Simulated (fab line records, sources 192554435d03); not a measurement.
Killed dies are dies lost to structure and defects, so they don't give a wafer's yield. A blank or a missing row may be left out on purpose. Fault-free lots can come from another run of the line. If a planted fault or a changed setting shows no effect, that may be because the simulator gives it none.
Split-lot experiment ; flow n5-finfet ; on a route of 1938 steps: 7 lots, 21 wafers read

ON THE SPLIT
At N5_BEOL_M11_EXPOSE_08 (exposes mask M11), the setting dose-mj was moved away from the recipe's 53.75 on 9 of the 21 wafers read, by -6.3% to +7.1%. All remaining wafers had this setting at the recipe value.

FROM THE SPLIT TO THE READING: what the file shows between them, 17 steps
- N5_BEOL_M11_PEB_09: peb time 60 s
- N5_BEOL_M11_DEVELOP_10: develop time 30 s
- N5_BEOL_M11_CD_MEAS_11: target cd 64.1 nm
- N5_BEOL_M11_DESCUM_16: chemistry O2, time 7.9 s
- N5_BEOL_M11_ETCH_61: etches SiARC in CF4, target depth 39 nm, time 65 s
- N5_BEOL_M11_ETCH_62: etches SOC in N2/H2, target depth 110 nm, overetch 22 nm, time 165 s
- N5_BEOL_M11_STRIP_68: strips in N2/H2
- N5_BEOL_M11_STRIP_67: strips in CF4
- N5_BEOL_M11_HM_OPEN_17: chemistry Cl2/BCl3, target TiN, target depth 20 nm, overetch 6 nm
- N5_BEOL_M11_STRIP_19: strips in O2
- N5_BEOL_M11_CD_MEAS_18: pitch 140 nm, target cd 70 nm
- N5_BEOL_M11_COAT_22: resist thk 90 nm (also split here: spin-rpm)
- N5_BEOL_M11_ETCH_66: etches SOC in N2/H2, target depth 120 nm, overetch 24 nm, time 180 s (also split here: time-s)
- N5_BEOL_M11_STRIP_69: strips in N2/H2
- N5_BEOL_M11_VIA_ETCH_34: etches SiCOH lowk in C4F6/O2, target depth 184.5 nm, time 69.2 s
- N5_BEOL_M11_PRECLEAN_42: cleans in residue remover, time 60 s
- N5_BEOL_M11_SRD_43: time 30 s

THE READING
cd-nm (nm) at N5_BEOL_M11_CD_MEAS_35, where the cd target is 70 nm. On this fab line, fault-free wafers typically give 70.2 nm with a standard deviation of 0.61 nm.

wafer;tool, chamber at the split;dose-mj as run;against the recipe;cd-nm, nm;against lot-mates on the recipe
L074.2;arfi-scanner-03, 0;53.75;recipe;70.1;-
L074.3;arfi-scanner-03, 0;53.75;recipe;70.7;-
L074.6;arfi-scanner-03, 0;51.13;-4.9%;67.1;-3.3
L075.1;arfi-scanner-01, 0;53.75;recipe;69.9;-
L075.4;arfi-scanner-01, 0;53.75;recipe;70.4;-
L075.6;arfi-scanner-01, 0;53.75;recipe;68.9;-
L086.3;arfi-scanner-03, 0;56.36;+4.9%;74.0;+3.9
L086.5;arfi-scanner-03, 0;56.36;+4.9%;73.8;+3.7
L086.6;arfi-scanner-03, 0;53.75;recipe;70.1;-
L088.2;arfi-scanner-03, 0;53.75;recipe;69.6;-
L088.3;arfi-scanner-03, 0;52.49;-2.3%;69.1;-1.0
L088.6;arfi-scanner-03, 0;53.75;recipe;70.6;-
L089.1;arfi-scanner-01, 0;53.75;recipe;70.7;-
L089.4;arfi-scanner-01, 0;51.96;-3.3%;69.1;-1.6
L089.6;arfi-scanner-01, 0;51.96;-3.3%;68.0;-2.7
L096.1;arfi-scanner-02, 0;57.57;+7.1%;74.2;+4.1
L096.2;arfi-scanner-02, 0;53.75;recipe;70.1;-
L096.6;arfi-scanner-02, 0;57.57;+7.1%;74.8;+4.7
L095.1;arfi-scanner-02, 0;53.75;recipe;70.6;-
L095.3;arfi-scanner-02, 0;50.37;-6.3%;67.7;-3.3
L095.4;arfi-scanner-02, 0;53.75;recipe;71.4;-

FIT RESULTS
A straight line over all 21 wafers: cd-nm changes by +0.588 nm for each +1% of dose-mj; r = +0.96; the points scatter about the line by 0.63 nm.
The same after taking each lot's own level away (the mean of its wafers on the recipe; 21 wafers): +0.638 nm for each +1%; r = +0.98; scatter 0.49 nm.
The reading moves by 4.5 nm for the largest change in dose-mj, on that fit.
The span of the lots' own levels, 69.73 to 71.00 nm, comes to 2.1 times the standard deviation stated above.
The two slopes agree, so the slope changes little with the lot-to-lot level.
Check: with one of the wafers moved furthest among these (+7.1%) left out of the fit, the line predicts +4.81 nm for it against its lot-mates. It came out at +4.1 nm against them.

OTHER SPLITS APPLIED TO THESE WAFERS
Other splits were also applied to these wafers ahead of the reading. Each is held against what the fit with the lots' levels taken away leaves over:
other split on the same wafers;wafers away from the commonest value;r with cd-nm (lot level and that fit taken away)
N5_BEOL_M11_COAT_22 spin-rpm;8;+0.11
N5_BEOL_M11_ETCH_66 time-s;8;+0.21

THE WHOLE CHAIN: every reading that the file lists as answering this split, in the file's order
step;what it does;reading;change (the file's fit);r (the file's)
N5_BEOL_M11_CD_MEAS_11;target cd 64.1 nm;cd-nm;+0.53 nm for each +1% of the setting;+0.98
N5_BEOL_M11_ETCH_61;etches SiARC in CF4, target depth 39 nm, time 65 s;BEOL_M11.cd-offset-nm (the simulator's own value, which no gauge read);+0.551 nm for each +1% of the setting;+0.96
N5_BEOL_M11_ETCH_62;etches SOC in N2/H2, target depth 110 nm, overetch 22 nm, time 165 s;BEOL_M11.cd-offset-nm (the simulator's own value, which no gauge read);+0.573 nm for each +1% of the setting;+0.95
N5_BEOL_M11_HM_OPEN_17;chemistry Cl2/BCl3, target TiN, target depth 20 nm, overetch 6 nm;BEOL_M11.cd-offset-nm (the simulator's own value, which no gauge read);+0.582 nm for each +1% of the setting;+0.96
N5_BEOL_M11_CD_MEAS_18;pitch 140 nm, target cd 70 nm;cd-nm;+0.6 nm for each +1% of the setting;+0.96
N5_BEOL_M11_CD_MEAS_35;target cd 70 nm;cd-nm;+0.623 nm for each +1% of the setting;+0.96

THE FILE'S OWN FIT
cd-nm changes by +0.623 nm for each +1% of dose-mj, r = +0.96.
